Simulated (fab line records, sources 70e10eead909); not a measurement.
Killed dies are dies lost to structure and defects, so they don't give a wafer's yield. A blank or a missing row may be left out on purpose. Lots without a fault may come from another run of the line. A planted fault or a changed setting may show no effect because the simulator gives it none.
A struck lot beside a sound one | flow nand_harc | 14 steps out of a route of 1302
Sound: wafers L831.1, L831.2, L831.4. Struck: wafers L842.2, L842.4. (L842.3 of the same lot was not struck and is left out.) The cause comes at the end.
At each step with rows: each side's tool, then ch and its chambers, then its first start. Under that, the readings that differ: sound wafers | struck wafers | difference of the means | sigmas: that difference in standard deviations of wafers without a fault.
alike: readings whose means differ by less than 2 such deviations, and words and numbers that are the same on both sides. not compared: withheld readings, readings that some wafer has no value for, bounds like >300 that may hide the same value, and numbers for which the record gives no deviation and whose values overlap.
The two part at a step that has a row with sigmas, a row that says differs or no value, or rows on one side only. Numbers that don't overlap but have no deviation are shown without sigmas and don't part them. A reading that every wafer of one side lacks parts them only if that side has two wafers or more.

NHARC_A_BLC_DESCUM_15: chemistry O2, time 3 s.
  sound on rie_diel-01 ch 0,1,3, day 25 11:14; struck on rie_diel-01 ch 1,2, day 28 19:47
  reading                | sound | struck | difference | sigmas
  rf_hours_counter_h (h) | 1 1 1 | 5 5    | +4         |
  alike: drypump_motor_current_A, o2_flow_sccm, oes_product_au, rf_vpp_V, showerhead_plenum_p_Torr, throttle_valve_pct
NHARC_A_BLC_ETCH_16: etches the open film in CF4, target depth 39 nm, time 65 s.
  sound on rie_diel-01 ch 1,2,3, day 25 11:20; struck on rie_diel-01 ch 2,3, day 28 19:52
  reading                | sound | struck | difference | sigmas
  rf_hours_counter_h (h) | 1 1 1 | 5 5    | +4         |
  alike: drypump_motor_current_A, oes_product_au, rf_vpp_V, showerhead_plenum_p_Torr, throttle_valve_pct
then, 1 step without rows for these wafers: NHARC_A_BLC_ETCH_17 (etches the open film in N2/H2, target depth 390 nm, time 609.38 s).
NHARC_A_BLC_ETCH_18: etches the open film in C4F8/O2/Ar, target depth 910 nm.
  sound on rie_diel-01 ch 0,1,3; struck on rie_diel-01 ch 0,1
  reading                | sound | struck | difference | sigmas
  rf_hours_counter_h (h) | 1 1 1 | 5 5    | +4         |
  alike: oes_product_au, rf_vpp_V
NHARC_A_BLC_CD_MEAS_19:
  sound on cd_sem-03, day 25 12:12; struck on cd_sem-02, day 28 20:46
  alike: cd_nm
then, 3 steps without rows for these wafers: NHARC_A_BLC_STRIP_29 (strips in CF4); NHARC_A_BLC_STRIP_21 (strips in O2); NHARC_A_BLC_STRIP_22 (strips in post etch residue remover, time 600 s).
NHARC_A_BLC_DEGAS_30: time 60 s.
  sound on pvd_sputter-02, day 25 12:49; struck on pvd_sputter-01, day 28 21:22
  alike: heater_power_w
then, 2 steps without rows for these wafers: NHARC_A_BLC_PRE_CLEAN_31 (time 15 s); NHARC_A_BLC_PVD_32 (deposits Ti, target thk 5 nm, time 17.7 s).
NHARC_A_BLC_ALD_23: deposits TiN, target thk 3 nm, pulse time 1 s, ald cycles 150.
  sound on ald_metal-03 ch 0,2,3, day 25 13:02; struck on ald_metal-03 ch 3, day 28 21:38
  alike: heater_power_w, precursor_pulse_height_rel
NHARC_A_BLC_CVD_24: deposits W, target thk 150 nm, time 434 s.
  sound on cvd_w-01 ch 0,1, day 25 13:15; struck on cvd_w-01 ch 0, day 28 21:55
  alike: heater_power_w, mfc_wf6_sccm, throttle_valve_pct
NHARC_A_BLC_CMP_25: polishes, t overpolish 30 s, target thk 150 nm.
  sound on cmp-02 ch 0,2,3, day 25 13:46; struck on cmp-02 ch 1,3, day 28 22:23
  reading                | sound          | struck    | difference | sigmas
  time_to_endpoint_s (s) | 30.1 27.4 25.9 | 15.3 21.6 | -9.3       | -4
  alike: motor_current_A, overpolish_run_s, pad_life_wafers

WHERE THEY PART
Only at NHARC_A_BLC_CMP_25, within this record.

WHY: what the simulator had put in
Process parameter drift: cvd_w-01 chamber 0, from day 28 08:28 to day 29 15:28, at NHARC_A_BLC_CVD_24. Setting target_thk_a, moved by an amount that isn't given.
